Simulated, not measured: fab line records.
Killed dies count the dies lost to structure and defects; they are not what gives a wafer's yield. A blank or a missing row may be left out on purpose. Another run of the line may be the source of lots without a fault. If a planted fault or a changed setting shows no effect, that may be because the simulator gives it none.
Split-lot trial    flow n5 finfet    39 wafers read from 7 lots, route of 1938 steps

## THE SPLIT ITSELF
At N5_MOL_CONTACT_COAG_ETCH_47 (etches SiNx in CH3F/O2, stops on W, target depth 27 nm), the setting source w was moved away from the recipe's 395 W on 18 of the 39 wafers read, by -13.7% to +17.9%. All remaining wafers had this setting at the recipe value.

The reading comes from the split's own step.

## THE READING
rf vpp V, in V, at N5_MOL_CONTACT_COAG_ETCH_47 (etches SiNx in CH3F/O2, stops on W, target depth 27 nm). Fault-free wafers of this fab line usually give 298.7 V, standard deviation 2.4 V.

wafer   tool, chamber at the split  source w as run, W  against the recipe  rf vpp V, V  against lot-mates on the recipe
L074.1  rie diel-05, 1              395                 recipe              299.7        -
L074.2  rie diel-05, 0              395                 recipe              295.4        -
L074.3  rie diel-05, 2              465.6               +17.9%              279.0        -19.2
L074.4  rie diel-05, 3              465.6               +17.9%              277.8        -20.4
L074.5  rie diel-05, 0              465.6               +17.9%              273.9        -24.3
L074.6  rie diel-05, 1              395                 recipe              299.6        -
L075.1  rie diel-03, 0              395                 recipe              298.9        -
L075.2  rie diel-03, 2              464.5               +17.6%              274.0        -22.8
L075.3  rie diel-03, 1              464.5               +17.6%              281.2        -15.6
L075.4  rie diel-03, 3              395                 recipe              298.6        -
L075.5  rie diel-03, 2              395                 recipe              292.8        -
L075.6  rie diel-03, 3              464.5               +17.6%              274.8        -22.0
L085.1  rie diel-05, 0              395                 recipe              294.9        -
L085.2  rie diel-05, 1              395                 recipe              300.8        -
L085.3  rie diel-05, 2              363.9               -7.9%               313.0        +14.8
L085.4  rie diel-05, 3              363.9               -7.9%               310.1        +11.9
L085.5  rie diel-05, 0              363.9               -7.9%               306.3        +8.1
L085.6  rie diel-05, 3              395                 recipe              299.0        -
L088.1  rie diel-05, 3              426.5               +8.0%               287.4        -11.2
L088.2  rie diel-05, 2              395                 recipe              300.6        -
L088.3  rie diel-05, 0              395                 recipe              295.0        -
L088.4  rie diel-05, 1              395                 recipe              300.3        -
L088.5  rie diel-05, 1              426.5               +8.0%               290.3        -8.3
L088.6  rie diel-05, 0              426.5               +8.0%               286.0        -12.6
L090.1  rie diel-06, 1              395                 recipe              298.3        -
L090.2  rie diel-06, 3              395                 recipe              300.0        -
L090.6  rie diel-06, 0              395                 recipe              298.2        -
L093.1  rie diel-06, 0              395                 recipe              296.3        -
L093.2  rie diel-06, 1              395                 recipe              297.4        -
L093.3  rie diel-06, 3              456.2               +15.5%              279.9        -18.4
L093.4  rie diel-06, 2              456.2               +15.5%              281.8        -16.5
L093.5  rie diel-06, 2              395                 recipe              301.1        -
L093.6  rie diel-06, 3              456.2               +15.5%              281.3        -17.0
L097.1  rie diel-03, 0              395                 recipe              298.5        -
L097.2  rie diel-03, 1              395                 recipe              300.3        -
L097.3  rie diel-03, 3              340.8               -13.7%              318.8        +21.5
L097.4  rie diel-03, 2              340.8               -13.7%              317.3        +20.0
L097.5  rie diel-03, 2              395                 recipe              293.1        -
L097.6  rie diel-03, 3              340.8               -13.7%              317.8        +20.5

THE FIT
A straight line over all 39 wafers: rf vpp V changes by -1.26 V for each +1% of source w; r = -0.98; the points scatter about the line by 2.6 V.
The same after taking each lot's own level away (the mean of its wafers on the recipe; 39 wafers): -1.26 V for each +1%; r = -0.98; scatter 2.6 V.
Per that fit: largest source w move, reading shift of 23 V.
The span of the lots' own levels, 296.77 to 298.83 V, comes to 0.9 times the standard deviation stated above.
Consequently the slope shifts little with the lot-to-lot level, the two slopes agreeing.
Check: -22 V against its lot-mates is what the line predicts for one of the wafers moved furthest among these (+17.9%) when that wafer is left out of the fit. It came out at -19.2 V against them.
Tool readings at the split's step, against how far the setting was moved: etch rf on time s r = -0.93; rf vpp V r = -0.98.

## THESE WAFERS: OTHER SPLITS
These wafers also went through other splits before the reading. Each is held against what the fit with the lots' levels taken away leaves over:
other split on the same wafers        wafers away from the commonest value  r with rf vpp V (lot level and that fit taken away)
N5_DUMMY_GATE_ETCH_31 target depth a  15                                    +0.04
N5_DUMMY_GATE_ETCH_44 target depth a  9                                     +0.03

## THE WHOLE CHAIN: every reading that the file lists as answering this split, in the file's order
step                         what it does                                            reading                                                            change (the file's fit)                r (the file's)
N5_MOL_CONTACT_COAG_ETCH_47  etches SiNx in CH3F/O2, stops on W, target depth 27 nm  etch rf on time s                                                  withheld for each +1% of the setting   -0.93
N5_MOL_CONTACT_COAG_ETCH_47  etches SiNx in CH3F/O2, stops on W, target depth 27 nm  rf vpp V                                                           -1.24 V for each +1% of the setting    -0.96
N5_MOL_CONTACT_COAG_ETCH_47  etches SiNx in CH3F/O2, stops on W, target depth 27 nm  etch.t clear s (the simulator's own value, which no gauge read)    -0.102 s for each +1% of the setting   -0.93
N5_MOL_CONTACT_COAG_ETCH_47  etches SiNx in CH3F/O2, stops on W, target depth 27 nm  etch.over etch s (the simulator's own value, which no gauge read)  -0.0204 s for each +1% of the setting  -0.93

## FILE'S OWN FIT
rf vpp V changes by -1.24 V for each +1% of source w, r = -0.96.
